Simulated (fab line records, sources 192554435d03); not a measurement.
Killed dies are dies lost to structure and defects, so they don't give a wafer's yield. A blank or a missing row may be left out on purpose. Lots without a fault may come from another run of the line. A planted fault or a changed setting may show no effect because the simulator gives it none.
Problem report in the 8D (eight disciplines) form, filled by code | flow n5_finfet | the parts of the form that need people (team, actions taken, sign-off) are left out

1. THE PROBLEM
run_length_s at N5_BEOL_M12_ETCH_68 reads a mean of 253.5 s on 9 wafers of 3 lots; wafers without a fault read 308.3 s with a standard deviation of 0.45. That is -99 or more standard deviations from the usual mean.
The step: etches SOC in N2/H2, time 285 s.
First seen on wafer L620.1, day 13 07:19, on rie_diel-04. The record holds 21 wafers of 7 lots with a number at this step. Rule for "out", or "out of limits": more than 4 standard deviations from the usual mean. The other wafers with a number count as sound.

2. WHAT IT IS AND WHAT IT IS NOT
question                    | is                     | is not
which readings at this step | run_length_s           | drypump_motor_current_A, oes_product_au, rf_vpp_V, showerhead_plenum_p_Torr, throttle_valve_pct
which lots                  | L620, L625, L626       | L613, L616, L627, L630
which wafers of those lots  | all that have a number | -
read on which tools         | rie_diel-04            | rie_diel-01, rie_diel-02
when                        | from day 13 07:19      | up to then (6 sound wafers); but 6 sound wafers of L627, L630 came after

3. SUSPECTS, AND WHAT RULES EACH OUT
Counting: a tool at a process step up to the reading stays a suspect if it ran every lot that is out and no sound lot after the first of them.
- rie_diel-04 at N5_BEOL_M12_DESCUM_33 (chemistry O2, time 7.9 s): kept. It ran every lot that is out, first L620 (day 13 07:08), and no sound lot after that; its last sound lot up to then is L613 (day 10 23:20).
- rie_diel-04 at N5_BEOL_M12_ETCH_67 (etches SiARC in CF4, target depth 143 nm, time 238.3 s): kept. It ran every lot that is out, first L620 (day 13 07:10), and no sound lot after that; its last sound lot up to then is L613 (day 10 23:23).
- rie_diel-04 at N5_BEOL_M12_ETCH_68 (etches SOC in N2/H2, time 285 s): kept. It ran every lot that is out, first L620 (day 13 07:19), and no sound lot after that; its last sound lot up to then is L613 (day 10 23:31). Its own readings are out on those wafers: run_length_s.
Left after counting: rie_diel-04 at N5_BEOL_M12_DESCUM_33, rie_diel-04 at N5_BEOL_M12_ETCH_67, rie_diel-04 at N5_BEOL_M12_ETCH_68.

4. THE CAUSE (what the simulator had put in)
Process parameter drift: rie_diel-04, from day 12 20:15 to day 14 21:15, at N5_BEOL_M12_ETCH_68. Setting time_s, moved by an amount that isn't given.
Counting left 3 suspects, and this tool is among them.

5. THE CHAIN OF EFFECTS, in route order
Each row: a reading whose mean over the struck wafers that have a number lies more than 3 standard deviations from the usual. Only readings for which the record gives a usual standard deviation are gone through. hours: the time from each lot's start at the first step in this table that gives one to its start at this step, as a median over the lots. sigmas: the change in usual standard deviations.
hours | step                | reading      | usual   | on struck wafers | change | sigmas
0     | N5_BEOL_M12_ETCH_68 | run_length_s | 308.3 s | 253.5            | -54.8  | -99 or more
The process steps in it:
- N5_BEOL_M12_ETCH_68: etches SOC in N2/H2, time 285 s.
Readings that are blank on the struck wafers while sound wafers have them: bias_w at N5_BEOL_M12_ETCH_68.

6. WHAT WOULD HAVE CAUGHT IT SOONER
In this record the first reading out of limits was taken at day 13 07:19, 11 hours after the fault began at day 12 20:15.
